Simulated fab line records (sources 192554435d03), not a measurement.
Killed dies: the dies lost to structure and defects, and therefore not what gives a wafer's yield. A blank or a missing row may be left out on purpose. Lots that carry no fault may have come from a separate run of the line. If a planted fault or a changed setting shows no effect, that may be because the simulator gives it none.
Which tool was responsible? | flow n5-finfet | 72 wafers from 24 lots sampled at 4 of the route's 1938 steps

WHAT EACH GAUGE READ, for each wafer
N5_BEOL_M9_OCD_MEAS_38. Usual: trench-depth-nm 150.4 nm, standard deviation 2.4.
lot  | measured     | on     | trench-depth-nm (nm) | flag
L074 | day 9 09:04  | ocd-01 | 151.0 150.2 151.6    |
L076 | day 9 23:41  | ocd-02 | 152.6 146.8 152.1    |
L075 | day 10 01:49 | ocd-02 | 153.3 147.4 146.3    |
L077 | day 10 07:10 | ocd-01 | 150.7 153.1 151.8    |
L079 | day 10 06:59 | ocd-01 | 146.0 145.7 151.5    |
L078 | day 10 09:06 | ocd-02 | 153.3 146.5 146.5    |
L081 | day 11 00:20 | ocd-02 | 150.7 148.5 150.5    |
L080 | day 11 02:36 | ocd-01 | 149.9 149.7 151.3    |
L082 | day 11 08:31 | ocd-01 | 155.4 150.0 154.8    |
L084 | day 11 23:23 | ocd-02 | 151.1 149.5 151.6    |
L083 | day 12 01:50 | ocd-02 | 148.4 149.7 147.8    |
L085 | day 12 05:39 | ocd-02 | 150.5 151.6 149.8    |
L086 | day 12 12:38 | ocd-01 | 150.0 151.3 152.0    |
L087 | day 13 03:55 | ocd-01 | 147.2 153.6 147.9    |
L088 | day 13 03:22 | ocd-02 | 152.7 153.1 151.6    |
L090 | day 13 21:02 | ocd-01 | 151.5 145.8 152.2    |
L091 | day 13 20:52 | ocd-02 | 148.5 148.6 148.4    |
L089 | day 13 23:02 | ocd-01 | 150.3 149.5 149.1    |
L093 | day 13 23:13 | ocd-02 | 155.8 148.0 150.9    |
L092 | day 14 07:37 | ocd-01 | 148.1 150.7 150.2    |
L094 | day 14 17:57 | ocd-01 | 149.1 153.1 152.5    |
L095 | day 15 04:01 | ocd-02 | 149.5 149.8 148.9    |
L096 | day 15 06:18 | ocd-02 | 151.2 154.5 145.7    |
L097 | day 15 10:58 | ocd-01 | 151.9 151.2 152.1    |

N5_BEOL_M10_THK_MEAS_01. Usual: for M10_ILD_THK the level is 265 nm and the standard deviation is 3.8.
lot  | measured     | on            | M10_ILD_THK (nm) | flag
L074 | day 9 11:50  | film-metro-01 | 265 260 268      |
L076 | day 10 03:02 | film-metro-01 | 265 265 266      |
L075 | day 10 05:32 | film-metro-02 | 266 265 267      |
L077 | day 10 11:51 | film-metro-01 | 263 267 266      |
L079 | day 10 10:38 | film-metro-01 | 258 262 264      |
L078 | day 10 12:01 | film-metro-01 | 259 258 262      |
L081 | day 11 05:53 | film-metro-02 | 261 266 265      |
L080 | day 11 06:41 | film-metro-02 | 271 270 270      |
L082 | day 11 12:17 | film-metro-02 | 259 265 265      |
L084 | day 12 03:24 | film-metro-01 | 263 269 275      |
L083 | day 12 04:55 | film-metro-01 | 267 263 268      |
L085 | day 12 10:21 | film-metro-02 | 267 271 265      |
L086 | day 12 17:38 | film-metro-01 | 268 268 267      |
L087 | day 13 06:39 | film-metro-02 | 263 264 267      |
L088 | day 13 07:04 | film-metro-01 | 268 270 269      |
L090 | day 14 00:25 | film-metro-01 | 261 260 270      |
L091 | day 14 00:15 | film-metro-01 | 261 268 273      |
L089 | day 14 01:56 | film-metro-01 | 267 268 264      |
L093 | day 14 03:55 | film-metro-02 | 262 265 266      |
L092 | day 14 10:43 | film-metro-02 | 256 262 267      |
L094 | day 14 21:13 | film-metro-01 | 263 262 271      |
L095 | day 15 08:27 | film-metro-01 | 265 264 269      |
L096 | day 15 10:21 | film-metro-02 | 268 270 265      |
L097 | day 15 15:11 | film-metro-01 | 268 258 268      |

WHAT TOOL EACH LOT RAN ON (gives the tool, then ch and the chambers of the sampled wafers, and finally the start)
lot  | N5_BEOL_M8_DEGAS_44          | N5_BEOL_M9_ETCH_76
L074 | pvd-sputter-03, day 9 00:26  | rie-diel-02 ch 1,2,3, day 9 08:38
L076 | pvd-sputter-01, day 9 18:47  | rie-diel-05 ch 0,2,3, day 9 23:16
L075 | pvd-sputter-01, day 9 19:43  | rie-diel-05 ch 0,1, day 10 01:23
L077 | pvd-sputter-02, day 10 00:38 | rie-diel-04 ch 1,2, day 10 06:45
L079 | pvd-sputter-02, day 10 02:04 | rie-diel-05 ch 1,2,3, day 10 06:34
L078 | pvd-sputter-02, day 10 02:09 | rie-diel-05 ch 0,1,2, day 10 08:41
L081 | pvd-sputter-01, day 10 17:02 | rie-diel-02 ch 1,2,3, day 10 23:55
L080 | pvd-sputter-02, day 10 18:11 | rie-diel-02 ch 1,2,3, day 11 02:10
L082 | pvd-sputter-01, day 11 00:35 | rie-diel-04 ch 1,3, day 11 08:06
L084 | pvd-sputter-01, day 11 15:28 | rie-diel-02 ch 0,3, day 11 22:58
L083 | pvd-sputter-02, day 11 18:43 | rie-diel-02 ch 1,2,3, day 12 01:25
L085 | pvd-sputter-01, day 12 00:02 | rie-diel-04 ch 0,1, day 12 05:14
L086 | pvd-sputter-01, day 12 05:19 | rie-diel-02 ch 0,1,2, day 12 12:12
L087 | pvd-sputter-01, day 12 20:23 | rie-diel-05 ch 2,3, day 13 03:29
L088 | pvd-sputter-01, day 12 22:20 | rie-diel-05 ch 0,3, day 13 02:56
L090 | pvd-sputter-03, day 13 13:29 | rie-diel-05 ch 0,2,3, day 13 20:37
L091 | pvd-sputter-01, day 13 13:32 | rie-diel-02 ch 0,2, day 13 20:26
L089 | pvd-sputter-01, day 13 13:59 | rie-diel-02 ch 1,2, day 13 22:37
L093 | pvd-sputter-03, day 13 14:19 | rie-diel-04 ch 0,3, day 13 22:47
L092 | pvd-sputter-02, day 14 01:27 | rie-diel-04 ch 0,1,2, day 14 07:11
L094 | pvd-sputter-02, day 14 11:17 | rie-diel-04 ch 1,2,3, day 14 17:31
L095 | pvd-sputter-03, day 14 18:56 | rie-diel-02 ch 0,1, day 15 03:36
L096 | pvd-sputter-01, day 14 21:40 | rie-diel-05 ch 0,2,3, day 15 05:52
L097 | pvd-sputter-01, day 15 02:49 | rie-diel-05 ch 0,1, day 15 10:33
- N5_BEOL_M8_DEGAS_44: time 60 s.
- N5_BEOL_M9_ETCH_76: etches underlayer in N2/H2, target depth 6.5 nm, time 5.2 s.

AS READ BY THE TOOLS THEMSELVES (means over the sampled wafers that have a number; for cases with no such wafer, the mark the record gives instead)
N5_BEOL_M8_DEGAS_44. Usual: heater-power-w 347 W, standard deviation 54.
lot  | tool           | heater-power-w (W) | flag
L074 | pvd-sputter-03 | 360                |
L076 | pvd-sputter-01 | 287                |
L075 | pvd-sputter-01 | 398                |
L077 | pvd-sputter-02 | 384                |
L079 | pvd-sputter-02 | 349                |
L078 | pvd-sputter-02 | 356                |
L081 | pvd-sputter-01 | 344                |
L080 | pvd-sputter-02 | 354                |
L082 | pvd-sputter-01 | 342                |
L084 | pvd-sputter-01 | 381                |
L083 | pvd-sputter-02 | 384                |
L085 | pvd-sputter-01 | 301                |
L086 | pvd-sputter-01 | 365                |
L087 | pvd-sputter-01 | 371                |
L088 | pvd-sputter-01 | 341                |
L090 | pvd-sputter-03 | 347                |
L091 | pvd-sputter-01 | 401                |
L089 | pvd-sputter-01 | 348                |
L093 | pvd-sputter-03 | 348                |
L092 | pvd-sputter-02 | 359                |
L094 | pvd-sputter-02 | 392                |
L095 | pvd-sputter-03 | 360                |
L096 | pvd-sputter-01 | 327                |
L097 | pvd-sputter-01 | 285                |

N5_BEOL_M9_ETCH_76. Usual: drypump-motor-current-A 5.8 A, standard deviation 0.4; etch-rf-on-time-s 5.21 s, standard deviation 0.1; oes-product-au 0.65 a.u., standard deviation 0.072; rf-vpp-V 523.4 V, standard deviation 2.4; showerhead-plenum-p-Torr 2.53 Torr, standard deviation 0.077; throttle-valve-pct 17.87 %, standard deviation 0.27.
lot  | tool        | drypump-motor-current-A (A) | etch-rf-on-time-s (s) | oes-product-au (a.u.) | rf-vpp-V (V) | showerhead-plenum-p-Torr (Torr) | throttle-valve-pct (%) | flag
L074 | rie-diel-02 | 6.1                         | 5.23                  | 0.62                  | 522.8        | 2.53                            | 18.00                  |
L076 | rie-diel-05 | 5.8                         | 5.20                  | 0.65                  | 524.8        | 2.55                            | 17.80                  |
L075 | rie-diel-05 | 6.2                         | 5.27                  | 0.61                  | 524.2        | 2.60                            | 17.93                  |
L077 | rie-diel-04 | 5.5                         | 5.29                  | 0.68                  | 524.4        | 2.57                            | 17.88                  |
L079 | rie-diel-05 | 5.9                         | 5.21                  | 0.62                  | 524.0        | 2.56                            | 17.78                  |
L078 | rie-diel-05 | 5.9                         | 5.20                  | 0.62                  | 526.4        | 2.61                            | 17.90                  |
L081 | rie-diel-02 | 6.0                         | 5.21                  | 0.62                  | 523.6        | 2.53                            | 18.02                  |
L080 | rie-diel-02 | 6.0                         | 5.20                  | 0.62                  | 523.2        | 2.53                            | 18.03                  |
L082 | rie-diel-04 | 5.3                         | 5.09                  | 0.80                  | 522.6        | 2.52                            | 17.37                  |
L084 | rie-diel-02 | 5.8                         | 5.25                  | 0.61                  | 522.1        | 2.50                            | 18.01                  |
L083 | rie-diel-02 | 6.0                         | 5.21                  | 0.61                  | 522.3        | 2.52                            | 18.04                  |
L085 | rie-diel-04 | 5.2                         | 5.27                  | 0.67                  | 522.3        | 2.52                            | 17.89                  |
L086 | rie-diel-02 | 6.0                         | 5.28                  | 0.61                  | 524.1        | 2.52                            | 18.15                  |
L087 | rie-diel-05 | 5.6                         | 5.24                  | 0.61                  | 522.8        | 2.56                            | 17.79                  |
L088 | rie-diel-05 | 6.1                         | 5.15                  | 0.66                  | 522.1        | 2.46                            | 17.78                  |
L090 | rie-diel-05 | 5.9                         | 5.15                  | 0.63                  | 525.4        | 2.53                            | 17.86                  |
L091 | rie-diel-02 | 6.1                         | 5.25                  | 0.60                  | 524.8        | 2.58                            | 18.06                  |
L089 | rie-diel-02 | 6.2                         | 5.28                  | 0.60                  | 524.3        | 2.56                            | 18.12                  |
L093 | rie-diel-04 | 5.3                         | 5.21                  | 0.72                  | 521.5        | 2.46                            | 17.45                  |
L092 | rie-diel-04 | 5.6                         | 5.31                  | 0.63                  | 522.2        | 2.50                            | 17.96                  |
L094 | rie-diel-04 | 5.6                         | 5.19                  | 0.69                  | 522.8        | 2.52                            | 17.69                  |
L095 | rie-diel-02 | 5.9                         | 5.29                  | 0.61                  | 521.2        | 2.45                            | 18.25                  |
L096 | rie-diel-05 | 5.8                         | 5.17                  | 0.62                  | 522.9        | 2.53                            | 17.87                  |
L097 | rie-diel-05 | 6.2                         | 5.10                  | 0.73                  | 524.6        | 2.59                            | 17.65                  |

THE ANSWER, worked out from the rows above alone
Rule: lot off if the mean of its wafers having a number is beyond 3 standard deviations from the usual mean. A lot without any number at a reading at which 4 lots or more have one is off too. Any other lot the step has rows for is counted as sound. First the gauges in route order, then the tools' own readings, where a lot's mean is used as printed above. The first step at which some lot is off is used, and at that step the reading that is off furthest; a lot without a number counts as furthest.
No lot is off at any reading shown: from this, nothing can be told.

WHAT THE SIMULATOR HAD INSERTED
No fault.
